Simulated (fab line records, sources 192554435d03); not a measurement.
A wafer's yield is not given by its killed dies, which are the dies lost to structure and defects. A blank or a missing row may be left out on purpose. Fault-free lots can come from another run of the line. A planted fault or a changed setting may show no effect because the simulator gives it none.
fab line records    flow n5-finfet
[record] lots = 7  wafers = 39
route steps=1938 shown DUMMY_GATE@237
start-h: start of the lot's first displayed wafer, in hours after the record's first day    wait-h: time in hours since the lot's previous step    " same as the row above    L1.1+2: a row that stands for several wafers    - no value, or no start was given    * or withheld: withheld    < > ~ a bound
route shown NAME@n: NAME is a module with steps in the file, n the number in the route of the first one    usual: average and standard deviation across the fault-free wafers    same: alike in all rows    chamber/n: place in a boat    sites: readings site by site    _std_site: their standard deviation    _edge_site: the outer-site mean with the inner-site mean subtracted    radius-mm: for every site, how far away it sits from the centre of the wafer    mask NAME#n: copy n    behind: the tool/chamber that last shaped the wafer    hold: why the lot was held/for how many hours/how that ended    device: the n, p or np transistor that did not switch    end of line: tests run on the same wafers once the route is complete    a step with no rows: only its recipe    killed: dies that structure and defects cost at the first sort, which is not the same as the wafer's yield    map: a wafer's dies, marking killed ones x, the rest . and places with no die _
set.NAME: setting as actually run; set.NAME@STEP: the setting as run at that earlier step    model.NAME: the simulator's own value behind a step, which no gauge read
lots run with intentionally changed settings; tables by step, rows by wafer
[[steps]]
[step N5_DUMMY_GATE_ETCH_37]
[recipe] chemistry = N2/H2  target = SOC  target-depth-a = 600  overetch-a = 300  temp-c = 40  ion-energy-ev = 200  pressure-mtorr = 30  source-w = 840  bias-w = 150  n2-flow-sccm = 200  h2-flow-sccm = 200
[usual] rf-vpp-V = 524.3/2.4
lot.wafer  tool         chamber  start-h  wait-h  set.source-w  rf-vpp-V
L074.1     rie-diel-05  1        45.46    0.0     989           497.3
L074.2     "            0        "        "       989           494.4
L074.3     "            3        "        "       989           499.4
L074.4     "            2        "        "       840           524.7
L074.5     "            2        "        "       840           524.9
L074.6     "            1        "        "       840           526.6
L077.1     rie-diel-02  1        64.11    0.0     840           525.4
L077.2     "            3        "        "       840           525.9
L077.3     "            0        "        "       840           525.8
L077.4     "            2        "        "       890.6         511.2
L077.5     "            0        "        "       890.6         515.4
L077.6     "            1        "        "       890.6         516.7
L082.1     rie-diel-02  0        95.19    0.0     771.1         539.7
L082.2     "            1        "        "       840           526.3
L082.3     "            2        "        "       771.1         535.3
L082.4     "            3        "        "       771.1         541.4
L082.5     "            3        "        "       840           525.8
L082.6     "            2        "        "       840           519.8
L083.1     rie-diel-05  3        101.65   0.0     683.1         564.0
L083.2     "            1        "        "       840           525.1
L083.3     "            0        "        "       840           521.9
L083.4     "            2        "        "       683.1         560.9
L083.5     "            3        "        "       840           527.7
L083.6     "            0        "        "       683.1         557.5
L086.1     rie-diel-03  3        118.67   0.0     928.1         509.4
L086.2     "            2        "        "       840           525.7
L086.3     "            0        "        "       928.1         506.2
L086.4     "            1        "        "       928.1         505.3
L086.5     "            1        "        "       840           525.2
L086.6     "            2        "        "       840           523.7
L087.1     rie-diel-05  2        130.41   0.0     840           524.3
L087.2     "            1        "        "       840           525.2
L087.3     "            2        "        "       840           523.6
L087.4     "            1        "        "       840           525.3
L087.5     "            1        "        "       840           526.6
L087.6     "            2        "        "       840           523.7
L095.1     rie-diel-02  0        178.21   0.0     840           527.2
L095.2     "            2        "        "       840           521.0
L095.3     "            1        "        "       840           525.9
[[key]]
[split] step = N5_DUMMY_GATE_ETCH_37  setting = source-w  stated = 840  by = wafer
[response] step = N5_DUMMY_GATE_ETCH_37  reading = rf-vpp-V  change = -1.77  per = 1%  r = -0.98
